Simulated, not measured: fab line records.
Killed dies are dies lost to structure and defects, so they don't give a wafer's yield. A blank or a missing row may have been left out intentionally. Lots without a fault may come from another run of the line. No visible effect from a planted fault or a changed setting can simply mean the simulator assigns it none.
fab line records    flow nand-harc
record: lots: 13  wafers: 38  last-day: 34
route steps=1302 shown A_STAIRCASE@789
lots untouched by any fault: they come from a run of this same line in which no faults occurred
start-h: hours from the record's first day to the start of the lot's first wafer shown    wait-h: hours from the lot's prior step to this one    " repeats the value in the row above    L1.1+2: one row covering several wafers at once    - either no value or no given start    * or withheld: withheld    < > ~ a bound
route shown NAME@n: NAME is a module with steps in the file, n the number in the route of the first one    usual: the fault-free wafers' mean and standard deviation    same: alike in all rows    chamber/n: place in a boat    sites: per-site readings    _std_site: standard deviation across them    _edge_site: the outer-site mean with the inner-site mean subtracted    radius-mm: how far each site lies from the wafer's centre    mask NAME#n: copy n    behind: the most recent tool/chamber to have shaped the wafer    hold: cause of the lot's hold/its duration in hours/its outcome    device: names the non-switching transistor (n, p or np)    end of line: at the end of the route, the tests of the same wafers    a step with no rows: only its recipe    killed: the dies lost at the first sort to structure and to defects; this is not the yield of the wafer    map: a wafer's dies, marking killed ones x, the rest . and places with no die _
set.NAME: the run value of the setting; set.NAME@STEP: its run value at that earlier step    model.NAME: the simulator's own value behind a step, which no gauge read
the route's steps for a sample of lots (tables are steps, rows are wafers)
services: from which hour (start-h, from the record's first day; less than 0 if before it) a tool's chamber was out of use, for how many hours, and why
== steps ==
step: NHARC_A_STAIRCASE_ETCH_273
recipe: target-depth-a: 1.02e+05  time-s: 2468.6  ion-energy-ev: 800  c4f8-flow-sccm: 80  o2-flow-sccm: 60  ar-flow-sccm: withheld  rf-w: 600  bias-w: 3000  chemistry: C4F8/O2/Ar
usual: oes-product-au: 0.935/0.017  rf-vpp-V: 1830/11  run-length-s: 2490.0/0.53
lot.wafer  tool         chamber  start-h  wait-h  oes-product-au  rf-hours-counter-h  rf-vpp-V  run-length-s
L893.1     rie-diel-11  1        -        -       0.950           32                  1847      2489.9
L893.3     "            2        "        "       0.927           33                  1844      2489.7
L893.6     "            1        "        "       0.945           -                   1845      2490.0
L897.2     rie-diel-10  1        -        -       0.940           52                  1831      2490.8
L897.3     "            2        "        "       0.944           50                  1824      2490.0
L897.5     "            1        "        "       0.926           -                   1832      2490.7
L899.1     rie-diel-10  0        -        -       0.934           1                   1827      2490.0
L899.4     "            0        "        "       0.933           -                   1826      2489.6
L899.6     "            2        "        "       0.931           -                   1824      2489.9
L900.1     rie-diel-10  0        -        -       0.931           3                   1825      2489.8
L900.2     "            3        "        "       0.929           3                   1847      2488.9
L900.5     "            0        "        "       0.933           -                   1827      2489.9
L902.1     rie-diel-11  2        -        -       0.909           8                   1842      2489.0
L902.2     "            3        "        "       0.952           7                   1826      2490.1
L906.3     rie-diel-05  3        -        -       0.960           30                  1808      2490.0
L906.1     "            0        "        "       0.973           35                  1816      2490.7
L906.6     "            0        "        "       0.968           -                   1818      2490.5
L908.2     rie-diel-11  0        -        -       0.912           27                  1834      2490.0
L908.4     "            3        "        "       0.940           29                  1825      2490.2
L908.5     "            1        "        "       0.916           -                   1844      2489.5
L911.4     rie-diel-10  1        -        -       0.943           27                  1831      2491.0
L911.1     "            3        "        "       0.944           46                  1846      2489.1
L911.3     "            0        "        "       0.943           39                  1823      2489.4
L910.1     rie-diel-11  3        -        -       0.957           33                  1825      2490.3
L910.2     "            2        "        "       0.943           34                  1842      2489.0
L910.5     "            0        "        "       0.916           -                   1837      2490.4
L913.3     rie-diel-05  0        -        -       0.964           46                  1816      2490.2
L913.2     "            1        "        "       0.916           45                  1840      2489.8
L913.4     "            3        "        "       0.955           42                  1809      2489.7
L912.1     rie-diel-10  2        -        -       0.923           55                  1823      2490.1
L912.2     "            3        "        "       0.931           55                  1845      2488.9
L912.6     "            1        "        "       0.940           -                   1829      2490.8
L915.4     rie-diel-11  0        -        -       0.919           48                  1836      2490.0
L915.1     "            1        "        "       0.906           48                  1843      2490.0
L915.6     "            0        "        "       0.913           -                   1835      2489.9
L916.3     rie-diel-11  2        -        -       0.926           59                  1841      2489.3
L916.1     "            3        "        "       0.965           60                  1823      2490.1
L916.5     "            0        "        "       0.946           -                   1835      2490.1
step: NHARC_A_STAIRCASE_STRIP_274
recipe: o2-flow-sccm: 500  ar-flow-sccm: 0  bias-w: 0  chemistry: O2
usual: drypump-motor-current-A: 5.8/0.36  oes-product-au: 1.000/0.017  rf-vpp-V: 57.8/0.85  showerhead-plenum-p-Torr: 3.57/0.16  throttle-valve-pct: 17.038/0.01
lot.wafer  tool         chamber  start-h  wait-h  drypump-motor-current-A  oes-product-au  rf-hours-counter-h  rf-vpp-V  showerhead-plenum-p-Torr  throttle-valve-pct
L893.1     rie-diel-11  3        -        -       6.1                      1.015           39                  58.6      3.53                      17.040
L893.3     "            1        "        "       5.5                      1.003           33                  59.3      3.79                      17.048
L893.6     "            3        "        "       6.1                      1.013           -                   57.7      3.53                      17.062
L897.2     rie-diel-10  2        -        -       5.7                      1.017           51                  58.6      3.49                      17.033
L897.3     "            0        "        "       5.7                      1.005           49                  59.0      3.50                      17.034
L897.5     "            2        "        "       5.7                      1.013           -                   57.5      3.49                      17.033
L899.1     rie-diel-10  3        -        -       5.9                      0.987           3                   59.3      3.81                      17.037
L899.6     "            0        "        "       5.6                      1.001           -                   57.4      3.50                      17.038
L899.4     "            3        "        "       5.9                      0.994           -                   57.9      3.81                      17.042
L900.1     rie-diel-10  2        -        -       5.7                      0.974           12                  57.4      3.48                      17.037
L900.2     "            3        "        "       5.9                      0.993           12                  58.3      3.80                      17.060
L900.5     "            1        "        "       5.2                      0.980           -                   57.5      3.58                      17.032
L902.2     rie-diel-11  0        -        -       5.7                      0.995           8                   58.7      3.67                      17.038
L902.1     "            2        "        "       6.2                      0.988           9                   58.0      3.74                      17.037
L906.1     rie-diel-05  0        -        -       6.6                      1.026           36                  58.4      3.39                      17.052
L906.3     "            1        "        "       6.1                      1.004           35                  58.4      3.72                      17.040
L906.6     "            2        "        "       6.1                      1.017           -                   58.0      3.31                      17.045
L908.4     rie-diel-11  3        -        -       6.0                      1.026           30                  57.8      3.50                      17.028
L908.2     "            0        "        "       5.7                      0.983           29                  57.7      3.66                      17.048
L908.5     "            2        "        "       6.1                      0.981           -                   57.9      3.73                      17.056
L911.4     rie-diel-10  2        -        -       5.7                      1.008           46                  58.5      3.46                      17.050
L911.1     "            3        "        "       5.9                      0.994           46                  57.9      3.78                      17.046
L911.3     "            0        "        "       5.7                      0.996           40                  57.6      3.48                      17.039
L910.1     rie-diel-11  2        -        -       6.2                      0.982           34                  57.0      3.73                      17.021
L910.2     "            0        "        "       5.6                      0.980           33                  58.6      3.65                      17.056
L910.5     "            2        "        "       6.1                      0.974           -                   57.7      3.73                      17.052
L912.2     rie-diel-10  1        -        -       5.2                      1.001           36                  57.4      3.56                      17.049
L912.1     "            2        "        "       5.7                      1.005           55                  55.7      3.46                      17.033
L912.6     "            0        "        "       5.7                      0.979           -                   57.2      3.48                      17.013
L913.2     rie-diel-05  3        -        -       5.9                      1.046           43                  58.9      3.29                      17.050
L913.3     "            0        "        "       6.6                      1.032           47                  57.3      3.39                      17.046
L913.4     "            2        "        "       6.2                      1.006           50                  58.8      3.31                      17.027
L915.1     rie-diel-11  0        -        -       5.7                      0.987           53                  58.5      3.64                      17.021
L915.4     "            2        "        "       6.1                      0.969           56                  58.5      3.72                      17.047
L915.6     "            0        "        "       5.7                      0.984           -                   57.8      3.64                      17.022
L916.3     rie-diel-05  3        610.49   -       5.9                      1.010           5                   57.3      3.81                      17.033
L916.1     "            0        "        "       6.6                      1.010           5                   57.1      3.38                      17.048
L916.5     "            2        "        "       6.2                      1.003           -                   57.3      3.30                      17.039
step: NHARC_A_STAIRCASE_ETCH_294
recipe: target-depth-a: 49890  time-s: 1211.6  ion-energy-ev: 800  c4f8-flow-sccm: 80  o2-flow-sccm: 60  ar-flow-sccm: withheld  rf-w: 600  bias-w: 3000  chemistry: C4F8/O2/Ar
usual: oes-product-au: 0.934/0.017  rf-vpp-V: 1830/13  run-length-s: 1233.0/0.52
lot.wafer  tool         chamber  start-h  wait-h  oes-product-au  rf-hours-counter-h  rf-vpp-V  run-length-s
L893.3     rie-diel-10  0        389.56   -       0.940           41                  1826      1232.7
L893.1     "            2        "        "       0.963           43                  1825      1233.2
L893.6     "            3        "        "       0.931           -                   1808      1232.4
L897.3     rie-diel-10  3        416.88   -       0.936           48                  1807      1232.3
L897.2     "            1        "        "       0.938           55                  1831      1233.5
L897.5     "            2        "        "       0.949           -                   1825      1233.2
L899.1     rie-diel-11  1        445.83   -       0.913           1                   1845      1307.3
L899.4     "            3        "        "       0.955           0                   1825      1233.4
L899.6     "            0        "        "       0.932           -                   1837      1233.9
L900.1     rie-diel-11  1        453.75   -       0.902           3                   1846      1307.1
L900.2     "            0        "        "       0.913           3                   1838      1233.2
L900.5     "            2        "        "       0.913           -                   1843      1306.7
L902.2     rie-diel-11  3        476.93   -       0.953           9                   1826      1233.6
L902.1     "            0        "        "       0.917           8                   1836      1307.4
L906.3     rie-diel-11  3        536.39   -       0.968           31                  1823      1233.3
L906.1     "            1        "        "       0.931           32                  1843      1232.5
L906.6     "            3        "        "       0.968           -                   1824      1233.3
L908.2     rie-diel-11  0        538.14   -       0.912           30                  1837      1233.5
L908.4     "            1        "        "       0.913           33                  1844      1232.8
L908.5     "            0        "        "       0.913           -                   1836      1233.3
L911.4     rie-diel-11  0        548.77   -       0.915           34                  1835      1233.0
L911.3     "            2        "        "       0.919           35                  1842      1232.2
L911.1     "            3        "        "       0.973           35                  1825      1233.4
L910.1     rie-diel-05  0        551.36   -       0.962           42                  1815      1233.3
L910.2     "            3        "        "       0.972           38                  1809      1232.7
L910.5     "            0        "        "       0.955           -                   1815      1233.2
L912.2     rie-diel-05  0        576.81   -       0.952           48                  1816      1233.4
L912.1     "            2        "        "       0.935           51                  1811      1233.9
L912.6     "            3        "        "       0.964           -                   1808      1232.7
L913.3     rie-diel-11  2        577.01   -       0.912           40                  1842      1232.5
L913.2     "            3        "        "       0.939           40                  1824      1233.8
L913.4     "            0        "        "       0.915           40                  1835      1233.1
L915.4     rie-diel-05  2        605.65   -       0.933           4                   1809      1233.8
L915.1     "            0        "        "       0.931           5                   1817      1233.2
L915.6     "            2        "        "       0.934           -                   1811      1233.7
L916.1     rie-diel-05  2        624.01   -       0.929           8                   1811      1233.5
L916.3     "            1        "        "       0.913           9                   1840      1232.7
L916.5     "            2        "        "       0.920           -                   1810      1233.5
step: NHARC_A_STAIRCASE_HM_DEP_462
recipe: target-thk-a: 8000  temp-c: 400  material: aC
usual: throttle-valve-pct: 34.999/0.0086
lot.wafer  tool        chamber  start-h  wait-h  throttle-valve-pct
L893.1     acl-dep-01  0        395.81   4.8     34.995
L893.3     "           0        "        "       34.995
L893.6     "           0        "        "       35.006
L897.2     acl-dep-01  0        418.74   0.4     34.994
L897.3     "           0        "        "       35.006
L897.5     "           0        "        "       34.990
L899.1     acl-dep-01  0        447.61   0.3     34.987
L899.4     "           0        "        "       34.995
L899.6     "           0        "        "       35.002
L900.1     acl-dep-02  0        455.39   0.1     34.986
L900.2     "           0        "        "       35.009
L900.5     "           0        "        "       35.018
L902.1     acl-dep-02  0        479.77   1.3     34.999
L902.2     "           0        "        "       35.019
L906.1     acl-dep-02  0        537.94   0.1     35.000
L906.3     "           0        "        "       34.998
L906.6     "           0        "        "       35.018
L908.2     acl-dep-01  0        543.24   3.5     35.016
L908.4     "           0        "        "       35.006
L908.5     "           0        "        "       35.014
L911.1     acl-dep-01  0        550.56   0.1     34.985
L911.3     "           0        "        "       34.996
L911.4     "           0        "        "       34.988
L910.1     acl-dep-02  0        553.06   0.1     34.992
L910.2     "           0        "        "       34.993
L910.5     "           0        "        "       35.004
L912.1     acl-dep-03  0        578.36   0.1     34.992
L912.2     "           0        "        "       34.992
L912.6     "           0        579.92   1.6     34.993
L913.2     acl-dep-01  0        578.96   0.4     34.994
L913.3     "           0        "        "       35.010
L913.4     "           0        "        "       34.987
L915.1     acl-dep-01  0        609.33   2.2     34.995
L915.4     "           0        "        "       34.986
L915.6     "           0        "        "       35.001
L916.1     acl-dep-02  0        626.49   0.8     35.005
L916.3     "           0        "        "       34.993
L916.5     "           0        "        "       34.990
== services ==
tool         chamber  start-h  hours  kind
rie-diel-11  0        363.42   -      clean
rie-diel-11  1        363.42   -      clean
rie-diel-11  2        363.42   -      clean
rie-diel-11  3        363.42   -      clean
acl-dep-01   -        375.38   13.0   pm
rie-diel-11  0        388.41   -      clean
rie-diel-11  1        388.41   -      clean
rie-diel-11  2        388.41   -      clean
rie-diel-11  3        388.41   -      clean
rie-diel-05  -        408.41   9.0    pm
rie-diel-11  0        412.96   -      clean
rie-diel-11  1        412.96   -      clean
rie-diel-11  -        416.68   0.2    repair
rie-diel-10  -        419.84   9.0    pm
acl-dep-02   -        429.40   13.0   pm
rie-diel-10  1        432.20   13.8   repair
rie-diel-11  -        432.57   9.0    pm
acl-dep-03   -        483.17   13.0   pm
rie-diel-11  0        520.39   3.2    repair
acl-dep-01   -        556.38   13.0   pm
rie-diel-10  -        596.86   9.0    pm
rie-diel-11  -        609.89   9.0    pm
acl-dep-02   -        611.00   13.0   pm
rie-diel-05  1        624.74   4.2    repair
== key ==
first-sign: step: NHARC_A_STAIRCASE_ETCH_294  reading: run-length-s  direction: up  sigmas: 99+  usual: *  struck: *
effect none on later readings
met-at NHARC_A_STAIRCASE_ETCH_294
struck-lots L899,L900,L902
struck-wafers L899.1,L900.1,L900.5,L902.1
tester-left-out L899,L900,L902
not-acting-at NHARC_A_STAIRCASE_ETCH_273,NHARC_A_STAIRCASE_STRIP_274,NHARC_A_STAIRCASE_HM_DEP_462
fault: kind: process-parameter-drift  tool: rie-diel-11  chamber: -  onset-h: 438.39  steps: NHARC_A_STAIRCASE_ETCH_294  channel: time-s  offset: *  shape: step  end-h: 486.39  scope: struck-wafers-only  acts-in: *  stated: *
tester-left-out: of these lots the tester's yield and bins aren't shown, on N5 and GAA mostly nor the transistor test; their killed dies are dies lost to structure and defects alone, not to doping, threshold or leakage, so they don't give the yield
